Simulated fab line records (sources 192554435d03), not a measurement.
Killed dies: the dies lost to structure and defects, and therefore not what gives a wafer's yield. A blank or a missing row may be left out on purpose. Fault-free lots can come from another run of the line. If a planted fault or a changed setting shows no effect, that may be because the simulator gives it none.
Which tool was responsible? / flow n5 finfet / 11 lots, 30 wafers sampled, at 4 steps of a route of 1938

WHAT EACH GAUGE READ, for each wafer
N5_BEOL_M5_OCD_MEAS_38. Usual: trench depth nm reads 71.2 nm (standard deviation 1.6).
lot=L145; measured=day 9 13:02; on=ocd-02; trench depth nm (nm)=71.0 71.4 71.4; flag=
lot=L146; measured=day 9 18:22; on=ocd-02; trench depth nm (nm)=71.0 70.4 71.6; flag=
lot=L147; measured=day 9 18:32; on=ocd-02; trench depth nm (nm)=72.0 71.3 71.6; flag=
lot=L150; measured=day 11 04:41; on=ocd-02; trench depth nm (nm)=69.9 69.4 70.2; flag=
lot=L152; measured=day 11 07:24; on=ocd-02; trench depth nm (nm)=70.8 73.5 70.5; flag=
lot=L158; measured=day 12 07:07; on=ocd-01; trench depth nm (nm)=70.0 69.2; flag=
lot=L156; measured=day 12 16:41; on=ocd-01; trench depth nm (nm)=72.0 70.7; flag=
lot=L160; measured=day 13 03:02; on=ocd-02; trench depth nm (nm)=68.8 68.9; flag=
lot=L165; measured=day 14 21:25; on=ocd-02; trench depth nm (nm)=71.8 69.7 70.6; flag=
lot=L167; measured=day 15 12:54; on=ocd-02; trench depth nm (nm)=71.3 69.6 73.1; flag=
lot=L168; measured=day 15 16:17; on=ocd-01; trench depth nm (nm)=68.6 72.3 71.9; flag=

WHAT TOOL EACH LOT RAN ON (gives the tool, then ch and the chambers of the sampled wafers, and finally the start)
lot=L145; N5_BEOL_M5_STRIP_64=rie diel-01 ch 0,2,3, day 9 10:52; N5_BEOL_M5_ETCH_75=rie diel-04 ch 1,3, day 9 12:40; N5_BEOL_M5_ETCH_67=rie diel-04 ch 1,3, day 9 12:40
lot=L146; N5_BEOL_M5_STRIP_64=rie diel-04 ch 1,2,3, day 9 16:38; N5_BEOL_M5_ETCH_75=rie diel-04 ch 2,3, day 9 17:59; N5_BEOL_M5_ETCH_67=rie diel-04 ch 2,3, day 9 18:00
lot=L147; N5_BEOL_M5_STRIP_64=rie diel-03 ch 0,1,3, day 9 17:21; N5_BEOL_M5_ETCH_75=rie diel-01 ch 0,1, day 9 18:08; N5_BEOL_M5_ETCH_67=rie diel-01 ch 0,1, day 9 18:10
lot=L150; N5_BEOL_M5_STRIP_64=rie diel-01 ch 0,1,2, day 11 01:43; N5_BEOL_M5_ETCH_75=rie diel-03 ch 0,1, day 11 04:18; N5_BEOL_M5_ETCH_67=rie diel-03 ch 0,1, day 11 04:19
lot=L152; N5_BEOL_M5_STRIP_64=rie diel-04 ch 0,3, day 11 05:32; N5_BEOL_M5_ETCH_75=rie diel-03 ch 0,1,3, day 11 07:01; N5_BEOL_M5_ETCH_67=rie diel-03 ch 0,1,3, day 11 07:02
lot=L158; N5_BEOL_M5_STRIP_64=rie diel-03 ch 2,3, day 12 04:03; N5_BEOL_M5_ETCH_75=rie diel-03 ch 1,2, day 12 06:43; N5_BEOL_M5_ETCH_67=rie diel-03 ch 1,2, day 12 06:44
lot=L156; N5_BEOL_M5_STRIP_64=rie diel-03 ch 1, day 12 14:42; N5_BEOL_M5_ETCH_75=rie diel-01 ch 0,1, day 12 16:18; N5_BEOL_M5_ETCH_67=rie diel-01 ch 0,1, day 12 16:19
lot=L160; N5_BEOL_M5_STRIP_64=rie diel-01 ch 2,3, day 12 23:55; N5_BEOL_M5_ETCH_75=rie diel-03 ch 1,2, day 13 02:39; N5_BEOL_M5_ETCH_67=rie diel-03 ch 1,2, day 13 02:40
lot=L165; N5_BEOL_M5_STRIP_64=rie diel-03 ch 0,2,3, day 14 19:37; N5_BEOL_M5_ETCH_75=rie diel-04 ch 1,3, day 14 21:02; N5_BEOL_M5_ETCH_67=rie diel-04 ch 1,3, day 14 21:04
lot=L167; N5_BEOL_M5_STRIP_64=rie diel-04 ch 0,1,2, day 15 10:13; N5_BEOL_M5_ETCH_75=rie diel-03 ch 0,1,3, day 15 12:31; N5_BEOL_M5_ETCH_67=rie diel-03 ch 0,1,3, day 15 12:32
lot=L168; N5_BEOL_M5_STRIP_64=rie diel-01 ch 1,2,3, day 15 14:13; N5_BEOL_M5_ETCH_75=rie diel-04 ch 1,2,3, day 15 15:55; N5_BEOL_M5_ETCH_67=rie diel-04 ch 1,2,3, day 15 15:55
- N5_BEOL_M5_STRIP_64: strips in CF4.
- N5_BEOL_M5_ETCH_75: etches underlayer in N2/H2, target depth 6.5 nm, time 5.2 s.
- N5_BEOL_M5_ETCH_67: etches SiARC in CF4, target depth 15.6 nm, time 26 s.

AS READ BY THE TOOLS THEMSELVES (means over the sampled wafers that have a number; for cases with no such wafer, the mark the record gives instead)
N5_BEOL_M5_STRIP_64. Usual: drypump motor current A 5.8 A, standard deviation 0.55; oes product au 0.75 a.u., standard deviation 0.066; rf vpp V 271.1 V, standard deviation 1.5; showerhead plenum p Torr 1.79 Torr, standard deviation 0.054; throttle valve pct 13.66 %, standard deviation 0.28.
lot=L145; tool=rie diel-01; drypump motor current A (A)=6.0; oes product au (a.u.)=0.80; rf vpp V (V)=272.6; showerhead plenum p Torr (Torr)=1.82; throttle valve pct (%)=13.40; flag=
lot=L146; tool=rie diel-04; drypump motor current A (A)=5.7; oes product au (a.u.)=0.81; rf vpp V (V)=270.4; showerhead plenum p Torr (Torr)=1.76; throttle valve pct (%)=13.62; flag=
lot=L147; tool=rie diel-03; drypump motor current A (A)=5.8; oes product au (a.u.)=0.76; rf vpp V (V)=271.3; showerhead plenum p Torr (Torr)=1.79; throttle valve pct (%)=13.65; flag=
lot=L150; tool=rie diel-01; drypump motor current A (A)=6.0; oes product au (a.u.)=0.77; rf vpp V (V)=270.5; showerhead plenum p Torr (Torr)=1.77; throttle valve pct (%)=13.58; flag=
lot=L152; tool=rie diel-04; drypump motor current A (A)=5.9; oes product au (a.u.)=0.69; rf vpp V (V)=271.2; showerhead plenum p Torr (Torr)=1.81; throttle valve pct (%)=13.59; flag=
lot=L158; tool=rie diel-03; drypump motor current A (A)=5.6; oes product au (a.u.)=0.78; rf vpp V (V)=270.9; showerhead plenum p Torr (Torr)=1.79; throttle valve pct (%)=13.70; flag=
lot=L156; tool=rie diel-03; drypump motor current A (A)=6.1; oes product au (a.u.)=0.71; rf vpp V (V)=271.0; showerhead plenum p Torr (Torr)=1.84; throttle valve pct (%)=13.82; flag=
lot=L160; tool=rie diel-01; drypump motor current A (A)=6.0; oes product au (a.u.)=0.72; rf vpp V (V)=273.1; showerhead plenum p Torr (Torr)=1.85; throttle valve pct (%)=13.65; flag=
lot=L165; tool=rie diel-03; drypump motor current A (A)=5.3; oes product au (a.u.)=0.73; rf vpp V (V)=270.7; showerhead plenum p Torr (Torr)=1.78; throttle valve pct (%)=13.80; flag=
lot=L167; tool=rie diel-04; drypump motor current A (A)=5.7; oes product au (a.u.)=0.85; rf vpp V (V)=271.0; showerhead plenum p Torr (Torr)=1.77; throttle valve pct (%)=13.43; flag=
lot=L168; tool=rie diel-01; drypump motor current A (A)=6.0; oes product au (a.u.)=0.70; rf vpp V (V)=270.8; showerhead plenum p Torr (Torr)=1.80; throttle valve pct (%)=13.77; flag=

N5_BEOL_M5_ETCH_75. Usual: drypump motor current A 5.8 A (standard deviation 0.55); etch rf on time s 5.22 s (standard deviation 0.15); h2 flow sccm 199.9 sccm (standard deviation 0.56); oes product au 0.64 a.u. (standard deviation 0.063); rf vpp V 523.7 V (standard deviation 2.7); showerhead plenum p Torr 2.55 Torr (standard deviation 0.076); throttle valve pct 18.02 % (standard deviation 0.3).
lot=L145; tool=rie diel-04; drypump motor current A (A)=6.0; etch rf on time s (s)=5.26; h2 flow sccm (sccm)=199.8; oes product au (a.u.)=0.63; rf vpp V (V)=521.0; showerhead plenum p Torr (Torr)=2.51; throttle valve pct (%)=18.17; flag=
lot=L146; tool=rie diel-04; drypump motor current A (A)=5.5; etch rf on time s (s)=5.13; h2 flow sccm (sccm)=199.4; oes product au (a.u.)=0.75; rf vpp V (V)=524.2; showerhead plenum p Torr (Torr)=2.52; throttle valve pct (%)=17.83; flag=
lot=L147; tool=rie diel-01; drypump motor current A (A)=6.2; etch rf on time s (s)=5.28; h2 flow sccm (sccm)=200.2; oes product au (a.u.)=0.66; rf vpp V (V)=521.7; showerhead plenum p Torr (Torr)=2.46; throttle valve pct (%)=17.92; flag=
lot=L150; tool=rie diel-03; drypump motor current A (A)=5.4; etch rf on time s (s)=5.25; h2 flow sccm (sccm)=200.3; oes product au (a.u.)=0.61; rf vpp V (V)=523.8; showerhead plenum p Torr (Torr)=2.58; throttle valve pct (%)=18.21; flag=
lot=L152; tool=rie diel-03; drypump motor current A (A)=5.8; etch rf on time s (s)=5.17; h2 flow sccm (sccm)=199.8; oes product au (a.u.)=0.64; rf vpp V (V)=524.6; showerhead plenum p Torr (Torr)=2.55; throttle valve pct (%)=18.02; flag=
lot=L158; tool=rie diel-03; drypump motor current A (A)=5.4; etch rf on time s (s)=5.38; h2 flow sccm (sccm)=199.6; oes product au (a.u.)=0.60; rf vpp V (V)=525.4; showerhead plenum p Torr (Torr)=2.63; throttle valve pct (%)=18.14; flag=
lot=L156; tool=rie diel-01; drypump motor current A (A)=6.2; etch rf on time s (s)=5.29; h2 flow sccm (sccm)=199.8; oes product au (a.u.)=0.66; rf vpp V (V)=521.7; showerhead plenum p Torr (Torr)=2.46; throttle valve pct (%)=17.81; flag=
lot=L160; tool=rie diel-03; drypump motor current A (A)=5.4; etch rf on time s (s)=5.49; h2 flow sccm (sccm)=199.6; oes product au (a.u.)=0.59; rf vpp V (V)=526.0; showerhead plenum p Torr (Torr)=2.62; throttle valve pct (%)=18.13; flag=
lot=L165; tool=rie diel-04; drypump motor current A (A)=6.1; etch rf on time s (s)=5.24; h2 flow sccm (sccm)=200.3; oes product au (a.u.)=0.62; rf vpp V (V)=519.9; showerhead plenum p Torr (Torr)=2.47; throttle valve pct (%)=18.37; flag=
lot=L167; tool=rie diel-03; drypump motor current A (A)=5.8; etch rf on time s (s)=5.23; h2 flow sccm (sccm)=199.5; oes product au (a.u.)=0.62; rf vpp V (V)=523.3; showerhead plenum p Torr (Torr)=2.54; throttle valve pct (%)=18.10; flag=
lot=L168; tool=rie diel-04; drypump motor current A (A)=5.8; etch rf on time s (s)=5.21; h2 flow sccm (sccm)=199.8; oes product au (a.u.)=0.65; rf vpp V (V)=521.5; showerhead plenum p Torr (Torr)=2.48; throttle valve pct (%)=18.15; flag=

N5_BEOL_M5_ETCH_67. Usual: drypump motor current A 5.8 A (standard deviation 0.55); etch rf on time s 26.1 s (standard deviation 0.75); mfc ar sccm 100.03 sccm (standard deviation 0.29); oes product au 0.64 a.u. (standard deviation 0.063); rf vpp V 184.0 V (standard deviation 1.1); showerhead plenum p Torr 2.14 Torr (standard deviation 0.063); throttle valve pct 15.72 % (standard deviation 0.26).
lot=L145; tool=rie diel-04; drypump motor current A (A)=6.0; etch rf on time s (s)=26.0; mfc ar sccm (sccm)=100.18; oes product au (a.u.)=0.64; rf vpp V (V)=182.9; showerhead plenum p Torr (Torr)=2.10; throttle valve pct (%)=15.80; flag=
lot=L146; tool=rie diel-04; drypump motor current A (A)=5.4; etch rf on time s (s)=25.7; mfc ar sccm (sccm)=100.36; oes product au (a.u.)=0.75; rf vpp V (V)=184.4; showerhead plenum p Torr (Torr)=2.11; throttle valve pct (%)=15.50; flag=
lot=L147; tool=rie diel-01; drypump motor current A (A)=6.2; etch rf on time s (s)=26.2; mfc ar sccm (sccm)=100.13; oes product au (a.u.)=0.66; rf vpp V (V)=182.8; showerhead plenum p Torr (Torr)=2.07; throttle valve pct (%)=15.62; flag=
lot=L150; tool=rie diel-03; drypump motor current A (A)=5.4; etch rf on time s (s)=26.3; mfc ar sccm (sccm)=99.80; oes product au (a.u.)=0.61; rf vpp V (V)=183.4; showerhead plenum p Torr (Torr)=2.15; throttle valve pct (%)=15.88; flag=
lot=L152; tool=rie diel-03; drypump motor current A (A)=5.8; etch rf on time s (s)=29.1; mfc ar sccm (sccm)=99.75; oes product au (a.u.)=0.61; rf vpp V (V)=184.3; showerhead plenum p Torr (Torr)=2.14; throttle valve pct (%)=15.74; flag=OFF
lot=L158; tool=rie diel-03; drypump motor current A (A)=5.4; etch rf on time s (s)=37.8; mfc ar sccm (sccm)=100.00; oes product au (a.u.)=0.51; rf vpp V (V)=184.8; showerhead plenum p Torr (Torr)=2.21; throttle valve pct (%)=15.92; flag=OFF
lot=L156; tool=rie diel-01; drypump motor current A (A)=6.2; etch rf on time s (s)=26.4; mfc ar sccm (sccm)=99.72; oes product au (a.u.)=0.66; rf vpp V (V)=182.9; showerhead plenum p Torr (Torr)=2.06; throttle valve pct (%)=15.53; flag=
lot=L160; tool=rie diel-03; drypump motor current A (A)=5.4; etch rf on time s (s)=32.5; mfc ar sccm (sccm)=100.31; oes product au (a.u.)=0.56; rf vpp V (V)=183.9; showerhead plenum p Torr (Torr)=2.21; throttle valve pct (%)=15.93; flag=OFF
lot=L165; tool=rie diel-04; drypump motor current A (A)=6.0; etch rf on time s (s)=26.3; mfc ar sccm (sccm)=99.86; oes product au (a.u.)=0.62; rf vpp V (V)=183.5; showerhead plenum p Torr (Torr)=2.07; throttle valve pct (%)=15.92; flag=
lot=L167; tool=rie diel-03; drypump motor current A (A)=5.8; etch rf on time s (s)=26.2; mfc ar sccm (sccm)=99.83; oes product au (a.u.)=0.62; rf vpp V (V)=184.2; showerhead plenum p Torr (Torr)=2.12; throttle valve pct (%)=15.80; flag=
lot=L168; tool=rie diel-04; drypump motor current A (A)=5.7; etch rf on time s (s)=26.2; mfc ar sccm (sccm)=100.01; oes product au (a.u.)=0.65; rf vpp V (V)=184.0; showerhead plenum p Torr (Torr)=2.08; throttle valve pct (%)=15.76; flag=

THE ANSWER, worked out from the rows above alone
Rule: a lot counts as off when the mean over its wafers that have a number is more than 3 standard deviations away from the usual mean. Also off: a lot with no number at a reading for which 4 or more lots have one. Where the step has rows for the other lots, those lots are counted as sound. Order of review: gauges by route order, followed by the tools' own readings, for which a lot's mean as printed above is used. The first step at which some lot is off is used, and at that step the reading that is off furthest; a lot without a number counts as furthest.
Off: L152, L158, L160, at N5_BEOL_M5_ETCH_67 (etch rf on time s).
If a tool, at that step or one of the process steps before it, ran each lot that is off and ran no sound lot following the first of them, it fits. No candidate that was tried fits.

WHAT THE SIMULATOR HAD INSERTED
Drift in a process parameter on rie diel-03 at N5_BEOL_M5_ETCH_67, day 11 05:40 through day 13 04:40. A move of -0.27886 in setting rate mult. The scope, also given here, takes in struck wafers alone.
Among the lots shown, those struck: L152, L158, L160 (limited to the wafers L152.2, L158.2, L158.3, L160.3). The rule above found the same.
